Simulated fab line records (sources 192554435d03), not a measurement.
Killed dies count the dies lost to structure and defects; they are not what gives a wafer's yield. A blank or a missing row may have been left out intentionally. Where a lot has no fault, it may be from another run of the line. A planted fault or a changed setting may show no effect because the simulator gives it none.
Lot-split experiment -- flow n5 finfet -- 21 wafers read across 7 lots, on a route 1938 steps long

== ON THE SPLIT ==
At N5_BEOL_M9_EXPOSE_08 (exposes mask M9), the setting dose mj was moved away from the recipe's 53.75 on 10 of the 21 wafers read, by -6.9% to +6.9%. For the rest of the wafers, this setting stayed at what the recipe calls for.

== FROM THE SPLIT TO THE READING: what the file shows between them, 2 steps ==
- N5_BEOL_M9_PEB_09: peb time 60 s
- N5_BEOL_M9_DEVELOP_10: develop time 30 s

== THE READING ==
Shown in nm: cd nm at N5_BEOL_M9_CD_MEAS_11, with target cd 64.1 nm. A value of 63.6 nm with a standard deviation of 0.59 nm is what fault-free wafers of this fab line usually give.

wafer,"tool, chamber at the split",dose mj as run,against the recipe,"cd nm, nm",against lot-mates on the recipe
L077.2,"arfi scanner-03, 0",50.04,-6.9%,59.1,-4.0
L077.3,"arfi scanner-03, 0",53.75,recipe,63.0,-
L077.4,"arfi scanner-03, 0",53.75,recipe,63.3,-
L082.1,"arfi scanner-02, 0",50.03,-6.9%,59.4,-4.1
L082.2,"arfi scanner-02, 0",50.03,-6.9%,58.8,-4.7
L082.3,"arfi scanner-02, 0",53.75,recipe,63.5,-
L084.4,"arfi scanner-03, 0",55.98,+4.1%,65.7,+1.5
L084.5,"arfi scanner-03, 0",53.75,recipe,64.2,-
L084.6,"arfi scanner-03, 0",55.98,+4.1%,65.9,+1.7
L083.1,"arfi scanner-03, 0",53.75,recipe,62.9,-
L083.2,"arfi scanner-03, 0",57.48,+6.9%,67.8,+4.9
L083.6,"arfi scanner-03, 0",57.48,+6.9%,67.4,+4.5
L085.1,"arfi scanner-03, 0",53.75,recipe,63.7,-
L085.3,"arfi scanner-03, 0",53.75,recipe,63.0,-
L085.5,"arfi scanner-03, 0",53.75,recipe,63.4,-
L087.1,"arfi scanner-02, 0",50.17,-6.7%,59.7,-4.6
L087.4,"arfi scanner-02, 0",53.75,recipe,64.4,-
L087.5,"arfi scanner-02, 0",53.75,recipe,64.3,-
L096.3,"arfi scanner-02, 0",53.75,recipe,64.4,-
L096.4,"arfi scanner-02, 0",57.31,+6.6%,67.8,+3.4
L096.5,"arfi scanner-02, 0",57.31,+6.6%,67.5,+3.1

FIT RESULTS
A straight line over all 21 wafers: cd nm changes by +0.609 nm for each +1% of dose mj; r = +0.99; the points scatter about the line by 0.48 nm.
The same after taking each lot's own level away (the mean of its wafers on the recipe; 21 wafers): +0.597 nm for each +1%; r = +0.99; scatter 0.45 nm.
Per that fit: largest dose mj move, reading shift of 4.1 nm.
From 62.90 to 64.40 nm: that is the span of the lots' own levels, equal to 2.5 times the standard deviation above.
The two slopes agree, so the slope changes little with the lot-to-lot level.
Check: for one of the wafers moved furthest among these (+6.9%), held out of the fit, the line's prediction against its lot-mates is +3.83 nm. It came out at +4.9 nm against them.

== ADDITIONAL SPLITS CARRIED BY THESE WAFERS ==
Before the reading, these wafers also passed through other splits. Each is held against what the fit with the lots' levels taken away leaves over:
other split on the same wafers,wafers away from the commonest value,r with cd nm (lot level and that fit taken away)
N5_BEOL_M2_ILD_DEP_00 time s,7,+0.04
N5_BEOL_M3_ILD_DEP_00 time s,4,-0.16
N5_BEOL_M4_COAT_68 spin rpm,9,+0.11
N5_BEOL_M4_EXPOSE_25 dose mj,5,-0.03
N5_BEOL_M5_COAT_74 spin rpm,4,+0.31
N5_BEOL_M5_COAT_22 spin rpm,12,+0.24
N5_BEOL_M6_COAT_22 spin rpm,5,+0.13
N5_BEOL_M9_HM_DEP_02 target thk a,5,-0.29

== THE WHOLE CHAIN: every reading that the file lists as answering this split, in the file's order ==
step,what it does,reading,change (the file's fit),r (the file's)
N5_BEOL_M9_CD_MEAS_11,target cd 64.1 nm,cd nm,+0.599 nm for each +1% of the setting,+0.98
N5_BEOL_M9_ETCH_61,"etches SiARC in CF4, target depth 39 nm, time 65 s","BEOL_M9.cd offset nm (the simulator's own value, which no gauge read)",+0.635 nm for each +1% of the setting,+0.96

== THE FILE'S OWN FIT ==
cd nm changes by +0.599 nm for each +1% of dose mj, r = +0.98.
